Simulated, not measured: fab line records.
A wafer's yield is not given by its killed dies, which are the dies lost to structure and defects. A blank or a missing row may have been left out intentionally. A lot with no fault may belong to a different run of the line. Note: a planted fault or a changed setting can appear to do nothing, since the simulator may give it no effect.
Which tool was responsible? -- flow n5 finfet -- 33 wafers from 11 lots sampled at 5 of the route's 1938 steps

== WHAT EACH GAUGE READ, for each wafer ==
N5_BEOL_M4_RC_MEAS_101. Usual: DIBL_N 36.5 mV/V, standard deviation 1.4; DIBL_P 36.6 mV/V, standard deviation 1.6; IOFF_N 0.160 nA/um, standard deviation 0.024; IOFF_P 0.217 nA/um, standard deviation 0.029; ION_N 674 uA/um, standard deviation 8.7; ION_P 464 uA/um, standard deviation 6.5; SS_N 71.6 mV/dec, standard deviation 0.47; SS_P 73.4 mV/dec, standard deviation 0.57; VT_N 250.0 mV, standard deviation 2.5; VT_P -250 mV, standard deviation 3.1.
lot,measured,on,DIBL_N (mV/V),DIBL_P (mV/V),IOFF_N (nA/um),IOFF_P (nA/um),ION_N (uA/um),ION_P (uA/um),SS_N (mV/dec),SS_P (mV/dec),VT_N (mV),VT_P (mV),flag
L642,day 7 23:13,prober-02,38.0 39.3 36.9,37.7 38.8 36.6,0.172 0.190 0.149,0.236 0.250 0.218,676 676 673,466 466 468,71.7 72.2 71.5,72.8 73.7 73.6,250.4 247.5 252.5,-248 -247 -250,
L644,day 8 17:36,prober-01,36.9 34.8 37.4,37.8 34.3 37.7,0.177 0.138 0.188,0.222 0.175 0.220,669 678 690,460 463 466,71.7 70.9 71.8,73.2 73.1 74.0,248.6 253.1 247.8,-249 -252 -250,
L645,day 9 01:41,prober-02,34.9 33.5 35.1,35.5 33.6 36.0,0.155 0.128 0.159,0.228 0.191 0.224,680 667 687,471 466 471,71.6 71.3 72.0,73.5 72.9 73.1,249.3 252.2 249.7,-249 -252 -247,
L646,day 9 03:20,prober-01,37.1 36.6 36.3,37.2 36.7 36.3,0.180 0.178 0.169,0.253 0.256 0.241,687 675 684,474 468 475,71.6 71.7 71.6,73.5 72.6 73.6,247.7 247.2 244.9,-247 -246 -245,
L648,day 9 20:58,prober-01,36.2 35.4 36.4,36.6 34.5 37.0,0.161 0.140 0.168,0.244 0.202 0.238,670 670 679,472 462 470,71.7 71.5 71.6,74.0 72.5 73.5,248.0 250.6 248.6,-245 -246 -246,
L649,day 10 00:01,prober-01,38.3 35.9 37.5,38.1 33.7 36.4,0.188 0.130 0.166,0.269 0.193 0.238,683 663 663,473 467 462,71.7 71.6 72.2,74.7 72.2 73.8,248.0 253.9 250.4,-245 -249 -250,
L652,day 10 02:55,prober-02,38.4 37.3 37.9,37.1 36.7 36.9,0.194 0.182 0.184,0.234 0.243 0.232,675 687 680,462 467 469,71.9 71.9 71.9,73.4 74.1 73.7,245.2 248.5 245.5,-250 -250 -251,
L655,day 11 17:27,prober-01,36.7 36.7 37.4,37.3 37.1 37.0,0.152 0.151 0.160,0.193 0.202 0.198,677 673 665,458 455 454,72.3 71.3 71.6,73.5 74.2 73.4,249.6 251.6 251.6,-254 -253 -254,
L662,day 13 06:30,prober-01,36.0 35.5 34.7,36.0 34.9 33.0,0.152 0.131 0.125,0.212 0.190 0.175,674 667 667,466 456 465,71.5 71.3 71.0,72.5 72.5 72.0,253.1 253.4 252.4,-250 -251 -250,
L664,day 13 13:08,prober-01,35.8 34.8 37.9,38.6 37.1 40.1,0.164 0.143 0.199,0.217 0.193 0.236,677 677 686,454 461 458,71.6 70.9 73.0,73.5 73.4 74.4,248.1 252.1 248.2,-249 -250 -249,
L665,day 13 16:08,prober-02,37.0 36.4 36.7,36.3 36.3 36.4,0.169 0.166 0.173,0.218 0.213 0.222,677 682 680,459 464 464,72.2 71.4 72.0,72.9 74.0 73.8,249.2 247.6 247.2,-251 -252 -249,

== TOOL THAT RAN EACH LOT (tool first, then ch and the chambers of the sampled wafers, then the start) ==
lot,N5_BEOL_M2_ANNEAL_93,N5_BEOL_M2_SPUTTER_94,N5_BEOL_M2_PRE_CLEAN_60,N5_BEOL_M3_COAT_62
L642,"pvd sputter-02, day 6 20:06","pvd sputter-02, day 6 20:14","cvd co-02 ch 0,1, day 6 21:17","litho track-05 ch 0, day 6 22:13"
L644,"pvd sputter-03, day 7 15:58","pvd sputter-03, day 7 16:07","cvd co-02 ch 0,1, day 7 17:21","litho track-05 ch 0, day 7 19:18"
L645,"pvd sputter-02, day 7 18:11","pvd sputter-02, day 7 18:20","cvd co-01 ch 1,2, day 7 19:23","litho track-05 ch 0, day 7 22:40"
L646,"pvd sputter-01, day 7 23:16","pvd sputter-01, day 7 23:24","cvd co-01 ch 1,2, day 8 00:28","litho track-04 ch 0, day 8 03:05"
L648,"pvd sputter-02, day 8 15:32","pvd sputter-02, day 8 15:41","cvd co-02 ch 0,1,2, day 8 16:43","litho track-04 ch 0, day 8 17:46"
L649,"pvd sputter-03, day 8 19:39","pvd sputter-03, day 8 19:47","cvd co-01 ch 0,1,2, day 8 20:50","litho track-01 ch 0, day 8 21:49"
L652,"pvd sputter-01, day 9 02:28","pvd sputter-01, day 9 02:36","cvd co-01 ch 0,1,2, day 9 03:45","litho track-04 ch 0, day 9 06:08"
L655,"pvd sputter-01, day 10 05:49","pvd sputter-01, day 10 05:58","cvd co-02 ch 1,2, day 10 07:00","litho track-05 ch 0, day 10 09:55"
L662,"pvd sputter-02, day 12 01:01","pvd sputter-02, day 12 01:09","cvd co-01 ch 0,1,2, day 12 02:22","litho track-05 ch 0, day 12 04:04"
L664,"pvd sputter-01, day 12 16:16","pvd sputter-01, day 12 16:24","cvd co-01 ch 1,2, day 12 17:26","litho track-05 ch 0, day 12 18:45"
L665,"pvd sputter-03, day 12 21:26","pvd sputter-03, day 12 21:35","cvd co-02 ch 0,1, day 12 23:04","litho track-04 ch 0, day 13 00:40"
- N5_BEOL_M2_ANNEAL_93: time 240 s.
- N5_BEOL_M2_SPUTTER_94: material Cu, target thk 4.5 nm, time 8.29 s.
- N5_BEOL_M2_PRE_CLEAN_60: time 15 s.
- N5_BEOL_M3_COAT_62: time 60 s, resist thk 12 nm.

== AS READ BY THE TOOLS THEMSELVES (means over the sampled wafers that have a number; for cases with no such wafer, the mark the record gives instead) ==
N5_BEOL_M2_ANNEAL_93. Usual: heater power w reads 763 W (standard deviation 89).
lot,tool,heater power w (W),flag
L642,pvd sputter-02,790,
L644,pvd sputter-03,695,
L645,pvd sputter-02,783,
L646,pvd sputter-01,773,
L648,pvd sputter-02,809,
L649,pvd sputter-03,743,
L652,pvd sputter-01,730,
L655,pvd sputter-01,627,
L662,pvd sputter-02,788,
L664,pvd sputter-01,785,
L665,pvd sputter-03,712,

N5_BEOL_M2_SPUTTER_94. Usual: throttle valve pct reads 30.2 % (standard deviation 1.1).
lot,tool,throttle valve pct (%),flag
L642,pvd sputter-02,29.8,
L644,pvd sputter-03,30.2,
L645,pvd sputter-02,29.9,
L646,pvd sputter-01,30.1,
L648,pvd sputter-02,30.6,
L649,pvd sputter-03,30.4,
L652,pvd sputter-01,30.1,
L655,pvd sputter-01,29.9,
L662,pvd sputter-02,29.8,
L664,pvd sputter-01,29.9,
L665,pvd sputter-03,30.8,

N5_BEOL_M2_PRE_CLEAN_60. Usual: heater power outer w 25 W, standard deviation 10; heater power w 92 W, standard deviation 16.
lot,tool,heater power outer w (W),heater power w (W),flag
L642,cvd co-02,19,76,
L644,cvd co-02,19,77,
L645,cvd co-01,34,110,
L646,cvd co-01,29,98,
L648,cvd co-02,19,84,
L649,cvd co-01,33,107,
L652,cvd co-01,33,107,
L655,cvd co-02,24,86,
L662,cvd co-01,33,109,
L664,cvd co-01,35,111,
L665,cvd co-02,15,75,

N5_BEOL_M3_COAT_62. Usual: dispense pressure kPa 47 kPa, standard deviation 3.3; spin speed rpm 1499.8 rpm, standard deviation 1.3.
lot,tool,dispense pressure kPa (kPa),spin speed rpm (rpm),flag
L642,litho track-05,45,1500.4,
L644,litho track-05,45,1499.6,
L645,litho track-05,45,1499.4,
L646,litho track-04,51,1500.0,
L648,litho track-04,51,1499.6,
L649,litho track-01,44,1499.0,
L652,litho track-04,51,1498.6,
L655,litho track-05,45,1500.2,
L662,litho track-05,45,1448.0,OFF
L664,litho track-05,45,1447.9,OFF
L665,litho track-04,51,1500.0,

== THE ANSWER, worked out from the rows above alone ==
Rule: a lot counts as off when the mean over its wafers that have a number is more than 3 standard deviations away from the usual mean. Also off: a lot with no number at a reading for which 4 or more lots have one. Where the step has rows for the other lots, those lots are counted as sound. Order of review: gauges by route order, followed by the tools' own readings, for which a lot's mean as printed above is used. At the first step where some lot is off, the reading lying furthest off is the one used; lots without a number count as furthest.
Off at N5_BEOL_M3_COAT_62 (spin speed rpm): L662, L664.
A tool fits if, at that step or a process step before it, it ran every lot that is off, and no sound lot after the first of them. Can't be told from this: 2 tools fit, cvd co-01 at N5_BEOL_M2_PRE_CLEAN_60, litho track-05 at N5_BEOL_M3_COAT_62.

== WHAT WAS PUT IN BY THE SIMULATOR ==
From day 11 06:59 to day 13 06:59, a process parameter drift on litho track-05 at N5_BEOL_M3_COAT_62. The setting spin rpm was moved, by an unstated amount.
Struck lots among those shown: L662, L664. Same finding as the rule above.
